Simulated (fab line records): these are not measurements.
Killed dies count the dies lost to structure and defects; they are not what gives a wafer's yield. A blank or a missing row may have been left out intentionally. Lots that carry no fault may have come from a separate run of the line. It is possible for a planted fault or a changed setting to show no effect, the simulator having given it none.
Chamber matching -- flow n5 finfet -- N5_BEOL_M11_ALD_74 on ald metal-01 has 4 sister chambers
The step deposits TaN, target thk 2 nm, pulse time 2 s, purge time 3 s. 4 wafers are shown with their chamber, then 10 later ones without.

EACH WAFER AND ITS CHAMBER
wafer,chamber,heater power w (W)
L084.5,1,554
L085.5,3,393
L088.2,0,395
L088.3,2,473

WAFERS WHOSE CHAMBER IS MISSING
wafer,heater power w (W)
L088.5,549
L089.1,470
L089.3,396
L089.4,545
L090.4,537
L090.5,464
L090.6,548
L094.1,396
L094.2,385
L094.3,476

EACH ONE'S CHAMBER
wafer,from the rows above,in truth
L088.5,1,1
L089.1,2,2
L089.3,can't be placed: 0 or 3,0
L089.4,1,1
L090.4,1,1
L090.5,2,2
L090.6,1,1
L094.1,can't be placed: 0 or 3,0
L094.2,can't be placed: 3 or 0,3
L094.3,2,2
Correct placement for 7 of the 10. Cannot be placed on the basis of these rows: 3; the candidates contain the true chamber in 3. 0 placed wrongly.
How it was worked out, from the rows above alone: a wafer's distance from a chamber is the root of the sum, over the readings, of the square of ((its reading less the chamber's mean) divided by the reading's scatter). If the next closest chamber is less than 2 further off than the closest, the wafer can't be placed; otherwise it belongs to the closest. A chamber's mean is the mean of its shown wafers. The scatter: with one shown wafer a chamber, the root of the mean of the squares of how far each hidden wafer lies from its nearest shown one.
